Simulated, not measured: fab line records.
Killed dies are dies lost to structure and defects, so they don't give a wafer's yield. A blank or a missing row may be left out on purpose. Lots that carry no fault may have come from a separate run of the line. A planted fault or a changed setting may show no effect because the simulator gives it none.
8D (eight disciplines) problem report, filled in by code :: flow n5_finfet :: the parts of the form that need people (team, actions taken, sign-off) are left out

== 1. WHAT IS WRONG ==
N5_BEOL_M0_SAQP_CD_MEAS_14, cd_nm: mean 52.6 nm on 2 wafers (1 lot); fault-free wafers 42.4 nm, standard deviation 0.37. Measured from the usual mean, that is +28 standard deviations.
The step: target cd 42.5 nm.
First observed at day 8 22:11: wafer L209.1, on cd_sem-02. The record holds 30 wafers of 10 lots with a number at this step. The rule behind "out" and "out of limits": a value lying over 4 standard deviations away from the usual mean. The rest of the wafers with a number are treated as sound.

== 2. WHAT IT IS, WHAT IT ISN'T ==
question: which readings at this step
is: cd_nm
is not: -

question: which lots
is: L209
is not: L197, L198, L199, L202, L206, L213, L216, L218, L219

question: which wafers of those lots
is: L209.1, L209.2
is not: L209.3

question: read on which gauges
is: cd_sem-02
is not: cd_sem-01, cd_sem-03

question: when
is: from day 8 22:11
is not: up to then (16 sound wafers); but 12 sound wafers of L213, L216, L218, L219 came after

== 3. SUSPECTS, AND WHAT RULES EACH OUT ==
Counting: a tool at a process step up to the reading stays a suspect if it ran every lot that is out. Sound lots after the first of them don't rule it out here, since some wafers of a struck lot are sound.
- the gauge at N5_BEOL_M0_SAQP_CD_MEAS_14 has been ruled out. All the wafers that are out were read on cd_sem-02, but those of them that N5_PASSIVATION_PROBE_49 has rows for are out there too, on other tools.
- pecvd-03 at N5_BEOL_M0_SAQP_ILD_DEP_01 (deposits SiOC from DEMS/O2, target thk 45.419 nm, time 8.7 s): kept. It ran the lot that is out, L209 (day 8 19:47).
- pecvd-02 at N5_BEOL_M0_SAQP_PECVD_04 (deposits a-Si from SiH4/He, target thk 60 nm, time 60.2 s): kept. The lot that is out, L209, ran on it at day 8 21:34; the last sound lot it ran before that was L202, at day 7 00:08.
- litho_track-04 at N5_BEOL_M0_SAQP_PEB_12 (peb time 60 s): kept. The lot that is out, L209, ran on it at day 8 22:07; the last sound lot it ran before that was L206, at day 8 01:25.
- Within pecvd-03 at N5_BEOL_M0_SAQP_ILD_DEP_01: the wafers that are out ran in chambers 0, 2; their sound lot-mates ran in chamber 1.
pecvd-03 at N5_BEOL_M0_SAQP_ILD_DEP_01, pecvd-02 at N5_BEOL_M0_SAQP_PECVD_04 and litho_track-04 at N5_BEOL_M0_SAQP_PEB_12 are what is left after counting.

== 4. THE CAUSE (what the simulator had put in) ==
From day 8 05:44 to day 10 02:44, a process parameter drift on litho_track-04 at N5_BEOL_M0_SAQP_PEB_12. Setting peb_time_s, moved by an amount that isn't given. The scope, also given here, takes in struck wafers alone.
Of the 3 suspects that counting leaves, this tool is one.

== 5. THE CHAIN OF EFFECTS, in route order ==
Each row: a reading whose mean over the struck wafers that have a number lies more than 3 standard deviations from the usual. Readings are gone through only where the record gives a usual standard deviation; hours: the median, over the lots, of the time from a lot's start at the first step in this table giving one to that lot's start at this step; sigmas: the change measured in usual standard deviations.
hours: 0
step: N5_BEOL_M0_SAQP_CD_MEAS_14
reading: cd_nm
usual: 42.4 nm
on struck wafers: 52.6
change: +10.2
sigmas: +28

hours: 160
step: N5_PASSIVATION_PROBE_49
reading: defect_limited_yield
usual: 91.6 %
on struck wafers: 2.3
change: -89.3
sigmas: -64

hours: 160
step: N5_PASSIVATION_PROBE_49
reading: killed_at_M0_to_M3
usual: 34
on struck wafers: 1102
change: +1068
sigmas: +99 or more

hours: 160
step: N5_PASSIVATION_PROBE_49
reading: killed_dies
usual: 99
on struck wafers: 1152
change: +1054
sigmas: +66

hours: 160
step: N5_PASSIVATION_PROBE_49
reading: killed_on_rim
usual: 13
on struck wafers: 152
change: +139
sigmas: +35

hours: 160
step: N5_PASSIVATION_PROBE_49
reading: sort_n_pass
usual: 1081
on struck wafers: 28
change: -1054
sigmas: -66

hours: 160
step: N5_PASSIVATION_PROBE_49
reading: sort_yield_pct
usual: 91.6 %
on struck wafers: 2.3
change: -89.3
sigmas: -64
Its process steps:
- N5_PASSIVATION_PROBE_49

== 6. HOW IT WOULD HAVE BEEN CAUGHT EARLIER ==
In this record the first reading out of limits at a measuring or inspecting step was taken at day 8 22:11, 16 hours after the fault began at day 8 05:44.
Tool readings at N5_BEOL_M0_SAQP_PEB_12 with a usual standard deviation given in the record: none out on any struck wafer, hence no alarm at a limit of 4 standard deviations on them.
Lots out: 1; all had begun N5_BEOL_M0_SAQP_PEB_12 on litho_track-04 by day 8 22:11. Holding the tool at that point would not have protected any of them.
